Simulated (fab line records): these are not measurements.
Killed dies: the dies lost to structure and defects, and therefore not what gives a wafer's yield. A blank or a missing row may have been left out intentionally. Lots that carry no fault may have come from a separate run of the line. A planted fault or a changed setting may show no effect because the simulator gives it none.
8D (eight disciplines) problem report, filled in by code | flow n5 finfet | the parts of the form that need people (team, actions taken, sign-off) are left out

1. WHAT IS WRONG
Wafers without a fault read 125.0 s, standard deviation 0.59; run length s at N5_BEOL_M5_CO_CAP_78 reads a mean of 98.0 s on 6 wafers belonging to 3 lots. Measured from the usual mean, that is -46 standard deviations.
The step: material Co, precursor CCTBA/H2, target thk 2 nm, time 102.1 s.
The first sign was on wafer L889.1 at day 11 20:19, on cvd co-02. At this step, 19 wafers from 7 lots have a number in the record. Rule for "out", or "out of limits": more than 4 standard deviations from the usual mean. All remaining wafers that have a number are taken as sound.

2. WHAT IT IS AND WHAT IT IS NOT
question                    | is                                             | is not
which readings at this step | run length s                                   | heater power w
which lots                  | L889, L890, L891                               | L885, L887, L898, L899
which wafers of those lots  | L889.1, L889.2, L890.1, L890.2, L891.1, L891.2 | L889.6
read on which tools         | cvd co-02                                      | cvd co-01
when                        | from day 11 20:19                              | up to then (7 sound wafers); but 6 sound wafers of L898, L899 came after

3. WHAT RULES OUT EACH SUSPECT
Counting: any tool at a process step up to the reading remains a suspect provided it ran every lot that is out. Sound lots after the first of them don't rule it out here, since some wafers of a struck lot are sound.
- cvd co-02 at N5_BEOL_M5_CO_CAP_78 (material Co, precursor CCTBA/H2, target thk 2 nm, time 102.1 s): kept. Every lot that is out went through it, the first being L889 (day 11 20:19); the last sound lot it ran before that was L887 (day 10 23:04). Its own readings are out on those wafers: run length s.
Remaining after the count: cvd co-02 at N5_BEOL_M5_CO_CAP_78.

4. THE CAUSE (what the simulator had put in)
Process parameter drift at N5_BEOL_M5_CO_CAP_78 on cvd co-02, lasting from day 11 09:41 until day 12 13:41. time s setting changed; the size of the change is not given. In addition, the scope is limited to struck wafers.
This tool alone remained once counting was done.

5. THE EFFECT CHAIN, in route order
One row per reading whose mean, taken over the struck wafers that have a number, lies over 3 standard deviations from the usual. Only readings whose record carries a usual standard deviation are examined. hours: median over the lots of the time between each lot's start at the first step of this table that gives one and its start at this step. sigmas: the change, counted in usual standard deviations.
hours | step                 | reading      | usual   | on struck wafers | change | sigmas
0     | N5_BEOL_M5_CO_CAP_78 | run length s | 125.0 s | 98.0             | -27.0  | -46
Here are the process steps it includes:
- N5_BEOL_M5_CO_CAP_78: material Co, precursor CCTBA/H2, target thk 2 nm, time 102.1 s.

6. WHAT WOULD HAVE CAUGHT IT SOONER
11 hours passed between the start of the fault at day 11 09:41 and the first reading out of limits in this record, taken at day 11 20:19.
